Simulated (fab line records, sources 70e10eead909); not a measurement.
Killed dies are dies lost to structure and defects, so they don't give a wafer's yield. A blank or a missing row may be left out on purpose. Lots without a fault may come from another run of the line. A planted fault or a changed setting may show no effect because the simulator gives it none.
fab line records | flow nand_harc
record lots=12 wafers=36 last_day=24
route steps=1159 shown P_M1@303 END@1159
lots that met no fault: from a run of the same line without faults
start_h: hours from the record's first day to the start of the lot's first wafer shown | wait_h: hours since the lot's step before | " the same as in the row above | L1.1+2: a row that stands for several wafers | - no value, or no start given | * or withheld: withheld | < > ~ a bound
route shown NAME@n: a module of which the file shows steps, and the number in the route of the first | usual: mean/standard deviation of fault-free wafers | same: alike in all rows | chamber/n: place in a boat | sites: the reading at each site | _std_site: their standard deviation | _edge_site: outer sites' mean less inner sites' | radius_mm: how far each site lies from the wafer's centre | mask NAME#n: copy n | behind: the tool/chamber that last shaped the wafer | hold: why the lot was held/for how many hours/how that ended | device: the transistor (n, p or np) that didn't switch | end of line: the same wafers' tests at the end of the route | a step without rows: its recipe alone | killed: dies lost to structure and defects at the first sort, not the wafer's yield | map: a wafer's dies, x killed, . not, _ none there
set.NAME: the setting as run; set.NAME@STEP: as run at that earlier step | model.NAME: the simulator's own value behind a step, which no gauge read
steps of the route over a sample of lots; a table a step, a row a wafer
services: from which hour (start_h, from the record's first day; less than 0 if before it) a tool's chamber was out of use, for how many hours, and why
## steps
# step NHARC_P_M1_ETCH_28
# recipe target_depth_a=300 over_etch_frac=0.3 time_s=72.99 ion_energy_ev=150 cf4_flow_sccm=50 n2_flow_sccm=100 ar_flow_sccm=150 rf_w=300 bias_w=100 chemistry=CF4/N2
# usual drypump_motor_current_A=5.7/0.38 n2_flow_sccm=100.01/0.3 oes_product_au=0.999/0.0068 rf_vpp_V=313.6/1.8 showerhead_plenum_p_Torr=2.59/0.092 throttle_valve_pct=19.794/0.0095
# columns lot.wafer tool chamber start_h wait_h drypump_motor_current_A n2_flow_sccm oes_product_au rf_hours_counter_h rf_vpp_V showerhead_plenum_p_Torr throttle_valve_pct
L839.2 rie_diel-06 1 - - 5.2 99.95 1.006 5 311.4 2.47 19.786
L839.6 " 3 " " 5.5 100.30 1.006 - 315.5 2.75 19.799
L839.5 " 0 " " 6.3 100.10 1.003 - 310.9 2.49 19.796
L844.4 rie_diel-01 0 - - 5.6 100.19 0.995 1 311.7 2.49 19.803
L844.3 " 1 " " 5.5 100.04 1.001 1 313.9 2.63 19.788
L844.2 " 2 " " 5.7 99.69 1.006 1 313.7 2.60 19.783
L845.2 rie_diel-03 1 - - 5.0 100.55 0.986 8 316.4 2.73 19.811
L845.4 " 3 " " 6.1 100.06 1.000 8 315.5 2.67 19.794
L845.1 " 0 " " 6.1 99.87 1.003 8 312.3 2.57 19.789
L846.4 rie_diel-01 2 - - 5.7 99.53 1.008 1 313.0 2.60 19.796
L846.2 " 1 " " 5.5 99.92 1.012 1 313.8 2.63 19.791
L846.5 " 3 " " 5.4 100.12 0.997 - 312.6 2.56 19.791
L847.1 rie_diel-03 0 - - 6.1 99.75 0.994 10 314.1 2.57 19.806
L847.3 " 1 " " 5.0 99.71 0.996 10 315.4 2.73 19.798
L847.6 " 0 " " 6.1 99.96 0.989 - 314.3 2.57 19.793
L850.2 rie_diel-03 2 - - 5.8 99.79 0.997 9 312.5 2.62 19.811
L850.4 " 3 " " 6.1 100.25 0.995 10 315.9 2.67 19.800
L850.5 " 0 " " 6.1 99.86 0.997 - 313.2 2.57 19.790
L851.3 rie_diel-01 3 - - 5.5 100.36 0.998 2 311.9 2.56 19.806
L851.4 " 0 " " 5.5 99.49 1.000 2 311.3 2.49 19.789
L851.2 " 1 " " 5.5 99.83 0.998 2 314.5 2.63 19.800
L852.3 rie_diel-01 0 - - 5.5 100.18 0.996 2 312.2 2.49 19.787
L852.6 " 2 " " 5.7 99.85 1.002 - 313.2 2.60 19.798
L852.5 " 3 " " 5.4 100.08 1.001 - 314.2 2.56 19.796
L855.4 rie_diel-03 0 - - 6.1 100.11 0.985 1 312.4 2.57 19.790
L855.3 " 2 " " 5.8 100.03 1.003 1 313.8 2.62 19.800
L855.5 " 1 " " 5.0 100.00 0.999 - 314.6 2.73 19.793
L856.4 rie_diel-01 0 - - 5.5 99.36 1.002 2 310.7 2.49 19.806
L856.3 " 3 " " 5.5 99.54 0.999 2 312.4 2.56 19.794
L856.6 " 1 " " 5.5 99.80 1.014 - 315.1 2.63 19.787
L857.4 rie_diel-03 3 - - 6.1 99.74 1.000 1 314.2 2.67 19.795
L857.1 " 0 " " 6.1 100.00 0.993 1 312.1 2.57 19.792
L857.6 " 3 " " 6.1 100.26 0.993 - 313.8 2.67 19.764
L859.1 rie_diel-03 2 - - 5.8 99.81 1.005 2 313.1 2.62 19.787
L859.3 " 3 " " 6.1 100.07 0.997 1 315.9 2.67 19.804
L859.4 " 0 " " 6.1 100.02 0.994 1 313.6 2.57 19.785
# step NHARC_P_M1_PVD_21
# recipe target_thk_a=300 chamber_pressure_pa=5 power_w=5000 substrate_temp_c=30 time_s=20.49 material=Cu
# usual cathode_dc_power_W=4999.9/0.94 chamber_pressure_pa=5.000/0.011 throttle_valve_pct=29.8/1.1
# columns lot.wafer tool chamber start_h wait_h cathode_dc_power_W chamber_pressure_pa throttle_valve_pct
L839.2 pvd_sputter-03 - 138.26 - 5001.4 5.016 31.0
L839.5 " - " " 4999.9 4.997 30.4
L839.6 " - " " 5001.8 4.985 28.8
L844.4 pvd_sputter-03 - 169.78 - 4999.7 4.999 28.6
L844.3 " - " " 4997.9 5.005 29.3
L844.2 " - " " 5001.8 5.015 30.5
L845.4 pvd_sputter-03 - 178.29 - 5000.5 5.005 31.0
L845.1 " - " " 5000.0 4.982 29.1
L845.2 " - " " 4997.8 4.980 28.9
L846.4 pvd_sputter-02 - 183.79 - 4998.9 5.013 30.3
L846.2 " - " " 4998.9 4.989 29.4
L846.5 " - " " 4999.0 5.008 30.4
L847.3 pvd_sputter-02 - 201.08 - 5000.9 4.997 29.6
L847.1 " - " " 4999.2 4.996 31.1
L847.6 " - " " 4999.3 5.006 30.3
L850.2 pvd_sputter-01 - 201.81 - 4999.5 5.010 27.2
L850.4 " - " " 4998.4 5.019 28.6
L850.5 " - " " 4999.8 4.999 30.9
L851.3 pvd_sputter-01 - 209.67 - 4998.1 4.997 29.4
L851.4 " - " " 4998.6 5.016 28.4
L851.2 " - " " 5000.8 5.007 27.4
L852.3 pvd_sputter-03 - 211.14 - 4999.6 5.019 30.1
L852.6 " - " " 4999.6 4.995 30.6
L852.5 " - " " 5000.8 5.018 28.5
L855.3 pvd_sputter-01 - 233.21 - - - -
L855.4 " - " " - - -
L855.5 " - " " - - -
L856.4 pvd_sputter-02 - 241.12 - - - -
L856.3 " - " " - - -
L856.6 " - " " - - -
L857.4 pvd_sputter-01 - 248.05 - 4999.4 5.007 30.3
L857.1 " - " " 5000.5 5.002 27.0
L857.6 " - " " 4998.9 4.990 29.7
L859.1 pvd_sputter-01 - 252.25 - 4999.9 5.018 30.7
L859.3 " - " " 4999.8 5.000 29.5
L859.4 " - " " 5000.6 5.012 28.0
# step NHARC_P_M1_PRE_CLEAN_32
# recipe time_s=12 temp_c=370 rf_power_w=300 gas=NH3
# usual heater_power_w=615/76
# columns lot.wafer tool chamber start_h wait_h heater_power_w
L839.2 pecvd-03 0 139.65 0.1 696
L839.6 " 2 " " 469
L839.5 " 0 " " 690
L844.3 pecvd-02 1 171.48 0.1 701
L844.2 " 2 " " 638
L844.4 " 1 " " 697
L845.2 pecvd-02 2 179.69 0.1 600
L845.1 " 0 " " 543
L845.4 " 1 " " 714
L846.2 pecvd-02 2 185.19 0.1 566
L846.4 " 2 " " 556
L846.5 " 0 " " 508
L847.3 pecvd-01 2 202.64 0.2 558
L847.1 " 0 " " 651
L847.6 " 0 " " 669
L850.2 pecvd-01 2 203.20 0.1 535
L850.5 " 2 " " 541
L850.4 " 0 " " 654
L851.2 pecvd-01 2 211.07 0.1 496
L851.3 " 0 " " 596
L851.4 " 0 " " 620
L852.3 pecvd-02 1 212.54 0.1 703
L852.6 " 1 " " 712
L852.5 " 2 " " 624
L855.3 pecvd-02 1 234.61 0.1 706
L855.5 " 1 " " 700
L855.4 " 2 " " 597
L856.3 pecvd-02 1 242.72 0.2 685
L856.4 " 1 " " 676
L856.6 " 2 " " 545
L857.1 pecvd-02 2 249.64 0.2 550
L857.4 " 2 " " 533
L857.6 " 1 " " 709
L859.1 pecvd-03 2 253.63 0.1 504
L859.3 " 1 " " 686
L859.4 " 2 " " 523
# step NHARC_P_M1_DEP_33
# recipe target_thk_a=300 temp_c=370 target_thk_nm=30 pressure_torr=3 flow_sccm=200 rf_w=450 material=SiCN
# usual heater_power_w=561/76
# columns lot.wafer tool chamber start_h wait_h heater_power_w
L839.2 pecvd-03 0 139.76 0.1 638
L839.6 " 2 " " 473
L839.5 " 0 " " 515
L844.3 pecvd-02 1 171.59 0.1 559
L844.2 " 2 " " 513
L844.4 " 1 " " 556
L845.2 pecvd-02 2 179.77 0.1 564
L845.1 " 0 " " 496
L845.4 " 1 " " 661
L846.2 pecvd-02 2 185.30 0.1 594
L846.4 " 2 " " 604
L846.5 " 0 " " 481
L847.3 pecvd-01 2 202.75 0.1 530
L847.1 " 0 " " 600
L847.6 " 0 " " 601
L850.2 pecvd-01 2 203.28 0.1 452
L850.5 " 2 " " 453
L850.4 " 0 " " 601
L851.2 pecvd-01 2 211.15 0.1 511
L851.3 " 0 " " 581
L851.4 " 0 " " 579
L852.3 pecvd-02 1 212.62 0.1 610
L852.6 " 1 " " 638
L852.5 " 2 " " 575
L855.3 pecvd-02 1 234.69 0.1 619
L855.5 " 1 " " 638
L855.4 " 2 " " 569
L856.3 pecvd-02 1 242.80 0.1 623
L856.4 " 1 " " 619
L856.6 " 2 " " 526
L857.1 pecvd-02 2 249.72 0.1 528
L857.4 " 2 " " 528
L857.6 " 1 " " 648
L859.1 pecvd-03 2 253.71 0.1 465
L859.3 " 1 " " 631
L859.4 " 2 " " 487
# step NHARC_END_SORT_01
# recipe temp_c=25
# usual defect_limited_yield=95.4/1.4 killed_at_array=27/10 killed_at_other=0.6/1 killed_at_periphery=3.4/2.7 killed_dies=31/9.7 killed_open=3.4/1.7 killed_short=2.2/1.5 sort_bin_2_pct=1.4/0.57 sort_bin_3_pct=0.25/0.23 sort_bin_4_pct=3.0/0.94 sort_n_pass=646/9.7 sort_rim_yield_pct=95.3/3 sort_yield_pct=95.4/1.4
# same gross_dies=677 sort_bin_5_pct[%]=0 sort_bin_6_pct[%]=0 sort_bin_7_pct[%]=0 sort_bin_8_pct[%]=0 sort_rim_n_gross=106.00
# columns lot.wafer tool chamber start_h wait_h defect_limited_yield[%] killed_at_array killed_at_other killed_at_periphery killed_dies killed_open killed_short sort_bin_2_pct[%] sort_bin_3_pct[%] sort_bin_4_pct[%] sort_n_pass sort_rim_yield_pct[%] sort_yield_pct[%]
L844.2 prober-01 0 494.85 2.8 96.2 19 3 4 26 6 4 0.6 0.59 2.7 651 96.2 96.2
L844.3 prober-01 0 495.66 3.1 97.6 12 0 4 16 5 2 0.6 0 1.8 661 99.1 97.6
L844.4 prober-01 0 496.48 3.5 97.6 13 1 2 16 2 1 1.2 0.30 0.9 661 98.1 97.6
L846.4 prober-01 0 512.79 3.4 96.9 12 4 5 21 3 3 0.6 0.30 2.2 656 98.1 96.9
L855.3 prober-02 0 556.54 3.1 0 17 0 660 677 2 6 97.0 0.15 2.8 0 0 0
L855.4 prober-02 0 557.35 3.4 0 25 0 652 677 5 3 97.2 0.15 2.7 0 0 0
L855.5 prober-02 0 558.17 3.8 0 21 1 655 677 2 1 96.8 0.30 3.0 0 0 0
L856.3 prober-01 0 564.39 3.1 0 30 0 647 677 3 4 96.2 0.44 3.4 0 0 0
L856.4 prober-01 0 565.21 3.4 0 31 0 646 677 3 4 96.5 0.30 3.2 0 0 0
L856.6 prober-01 0 566.84 4.1 0 32 0 645 677 7 2 96.6 0 3.4 0 0 0
# killed by level:class
L844.2 A_CHANNEL_HOLE_D1:chamber_film_flake=7 A_CONTACT:chamber_film_flake=3 A_STAIRCASE:chamber_film_flake=2 THIN_TSV:chamber_film_flake=2 P_CONTACT:geometric_particle:short=1 P_M0:geometric_particle:open=1 A_SOURCE_PLATE:geometric_particle:short=1 A_CHANNEL_FILL_D1:geometric_particle:open=1
L844.3 A_CHANNEL_HOLE_D1:chamber_film_flake=3 A_STAIRCASE:chamber_film_flake=3 P_CONTACT:geometric_particle:open=2 A_CONTACT:chamber_film_flake=2 P_GATE:geometric_particle:open=1 A_ONON_D1:geometric_particle:short=1 A_WL_FILL:geometric_particle:short=1 A_CONTACT:geometric_particle:open=1
L844.4 A_CHANNEL_HOLE_D1:chamber_film_flake=3 A_CONTACT:chamber_film_flake=3 A_M0:geometric_particle:open=2 P_M0:chamber_film_flake=2 A_STAIRCASE:chamber_film_flake=2 A_CHANNEL_HOLE_D1:geometric_particle:short=1 A_ZERO_WELL:chamber_film_flake=1 A_WL_FILL:chamber_film_flake=1
L846.4 A_CHANNEL_HOLE_D1:chamber_film_flake=4 THIN_TSV:chamber_film_flake=4 P_ZERO_WELL:chamber_film_flake=2 P_M2:chamber_film_flake=2 A_CONTACT:chamber_film_flake=2 P_M2:geometric_particle:open=1 A_ONON_D1:geometric_particle:short=1 A_SGD_CUT:geometric_particle:short=1
L855.3 P_M1:area_pvd=651 A_CONTACT:chamber_film_flake=4 P_STI:chamber_film_flake=3 P_GATE:chamber_film_flake=3 A_STAIRCASE:chamber_film_flake=3 A_CHANNEL_HOLE_D1:chamber_film_flake=2 P_M1:geometric_particle:open=1 A_ONON_D1:geometric_particle:short=1
L855.4 P_M1:area_pvd=648 A_STAIRCASE:chamber_film_flake=6 A_CHANNEL_HOLE_D1:chamber_film_flake=5 A_CONTACT:chamber_film_flake=3 A_CHANNEL_HOLE_D1:geometric_particle:open=2 A_CHANNEL_FILL_D1:geometric_particle:open=2 A_CONTACT:geometric_particle:short=2 P_GATE:chamber_film_flake=2
L855.5 P_M1:area_pvd=646 A_CHANNEL_HOLE_D1:chamber_film_flake=9 P_STI:chamber_film_flake=6 A_STAIRCASE:chamber_film_flake=5 A_WL_FILL:geometric_particle:open=2 P_GATE:chamber_film_flake=2 A_CHANNEL_FILL_D1:chamber_film_flake=2 A_SGD_CUT:chamber_film_flake=2
L856.3 P_M1:area_pvd=646 A_CHANNEL_HOLE_D1:chamber_film_flake=17 A_SGD_CUT:chamber_film_flake=2 A_CONTACT:chamber_film_flake=2 P_M0:geometric_particle:open=1 A_ONON_D1:geometric_particle:open=1 A_SGD_CUT:geometric_particle:short=1 A_WL_FILL:geometric_particle:short=1
L856.4 P_M1:area_pvd=645 A_CHANNEL_HOLE_D1:chamber_film_flake=23 P_M0:geometric_particle:short=1 A_CHANNEL_FILL_D1:geometric_particle:short=1 A_WL_FILL:geometric_particle:short=1 A_CONTACT:geometric_particle:open=1 A_BLC:geometric_particle:open=1 A_M0:geometric_particle:open=1
L856.6 P_M1:area_pvd=641 A_CHANNEL_HOLE_D1:chamber_film_flake=21 A_CONTACT:geometric_particle:open=3 A_STAIRCASE:chamber_film_flake=3 P_CONTACT:geometric_particle:open=2 A_CHANNEL_FILL_D1:chamber_film_flake=2 P_M2:geometric_particle:open=1 A_ONON_D1:geometric_particle:short=1
## services
# columns tool chamber start_h hours kind
rie_diel-01 - 137.80 9.0 pm
pecvd-02 - 153.00 13.0 pm
pecvd-02 0 153.00 13.0 vent_cycle
pecvd-02 1 153.00 13.0 vent_cycle
pecvd-02 2 153.00 13.0 vent_cycle
pvd_sputter-01 - 158.05 10.0 pm
pvd_sputter-03 - 162.06 2.9 repair
pecvd-01 1 164.34 4.4 repair
pecvd-02 0 166.00 - clean
pecvd-02 1 166.00 - clean
pecvd-02 2 166.00 - clean
rie_diel-06 - 176.75 0.8 repair
pecvd-02 - 191.04 1.7 repair
rie_diel-01 2 194.47 7.1 repair
rie_diel-06 1 201.22 9.3 repair
pecvd-01 - 208.96 1.6 repair
pvd_sputter-02 - 214.00 10.0 pm
rie_diel-03 - 215.40 9.0 pm
pvd_sputter-03 - 221.09 3.8 repair
rie_diel-06 3 231.52 7.3 repair
pecvd-01 - 237.25 13.0 pm
rie_diel-06 - 241.25 9.0 pm
pecvd-02 - 250.95 2.3 repair
pvd_sputter-02 - 252.03 16.4 repair
## key
first_sign step=NHARC_P_M1_PVD_21 reading=tool_record direction=missing
effect step=NHARC_END_SORT_01 reading=killed_at_periphery direction=up sigmas=99+ usual=3.4 struck=650.8
more_kills_born_at NHARC_P_M1_PVD_21@pvd_sputter-01=1945 NHARC_P_M1_PVD_21@pvd_sputter-02=1932
met_at NHARC_P_M1_PVD_21
struck_lots L855,L856
later_rows_left_out L855.3,L855.4,L855.5,L856.3,L856.4,L856.6
not_acting_at NHARC_P_M1_ETCH_28,NHARC_P_M1_PRE_CLEAN_32,NHARC_P_M1_DEP_33
onset_between 209.67 233.21
fault kind=skipped_step_whole tool=pvd_sputter-01,pvd_sputter-02 chamber=- onset_h=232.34 steps=NHARC_P_M1_PVD_21 scope=struck_lots_only
# later_rows_left_out: the simulator's readings of these wafers behind a module that went badly wrong aren't trusted and aren't shown, but for the sort
